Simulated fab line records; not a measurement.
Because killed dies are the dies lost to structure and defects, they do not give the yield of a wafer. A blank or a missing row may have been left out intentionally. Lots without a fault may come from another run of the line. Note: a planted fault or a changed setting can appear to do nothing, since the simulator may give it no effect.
What tool caused it? ; flow n5 finfet ; Sampling: 12 lots, 36 wafers, 3 of 1938 route steps

== WHAT THE GAUGES READ, wafer by wafer ==
N5_BEOL_M10_THK_MEAS_01.
lot;measured;on;M10_ILD_THK (nm)
L075;day 10 15:31;film metro-02;264 267 271
L078;day 11 09:42;film metro-02;265 268 273
L080;day 12 00:31;film metro-01;267 268 266
L081;day 12 08:56;film metro-01;260 260 265
L083;day 13 06:32;film metro-01;265 269 272
L084;day 14 08:22;film metro-01;263 264 264
L086;day 14 15:59;film metro-01;265 264 270
L088;day 15 00:15;film metro-02;268 263 268
L090;day 15 09:05;film metro-02;266 264 264
L096;day 15 17:18;film metro-01;266 268 271
L093;day 15 19:20;film metro-02;270 275 273
L095;day 17 13:04;film metro-01;266 270 272

== WHICH TOOL RAN EACH LOT (tool, then ch and the chambers of the sampled wafers, then the start) ==
lot;N5_BEOL_M9_CURE_72;N5_BEOL_M10_ILD_DEP_00
L075;uv cure-03 ch 1, day 10 11:36;pecvd-04 ch 1,2, day 10 14:56
L078;uv cure-03 ch 0, day 11 06:08;pecvd-01 ch 0,2, day 11 09:06
L080;uv cure-02 ch 0, day 11 22:09;pecvd-01 ch 0,1,2, day 11 23:58
L081;uv cure-01 ch 1, day 12 06:13;pecvd-04 ch 1,2, day 12 08:20
L083;uv cure-02 ch 0, day 13 02:08;pecvd-01 ch 0,1, day 13 05:57
L084;uv cure-02 ch 0, day 14 05:07;pecvd-04 ch 0,2, day 14 07:47
L086;uv cure-01 ch 1, day 14 12:15;pecvd-03 ch 0,1, day 14 15:23
L088;uv cure-02 ch 2, day 14 21:30;pecvd-04 ch 0,1,2, day 14 23:31
L090;uv cure-03 ch 2, day 15 06:22;pecvd-04 ch 0,1,2, day 15 08:30
L096;uv cure-02 ch 0, day 15 14:13;pecvd-01 ch 0,2, day 15 16:43
L093;uv cure-02 ch 0, day 15 14:47;pecvd-01 ch 0,1,2, day 15 18:30
L095;uv cure-01 ch 0, day 17 08:45;pecvd-01 ch 0,1, day 17 12:28
- N5_BEOL_M9_CURE_72: cures SiCOH lowk, time 120 s.
- N5_BEOL_M10_ILD_DEP_00: deposits SiCOH lowk from DEMS/porogen, target thk 308.51 nm, time 58 s.

== THE ANSWER, worked out from the rows above alone ==
Rule: usual is defined by the lots themselves. Put in order of their means at a reading, lots are off if they are a third of the lots or fewer, leave a main group of 4 or more, and stand apart from it by a gap of 3 or more times the standard deviation of the main group's means; of several such gaps the widest counts. If all means in a main group match to the digits the tables above print for the reading, that group is not used. A lot without any number at a reading at which 4 lots or more have one is off too. Where the step has rows for the other lots, those lots are counted as sound.
Nothing can be told from this: no lot is off at any reading shown.

== WHAT THE SIMULATOR HAD PUT IN ==
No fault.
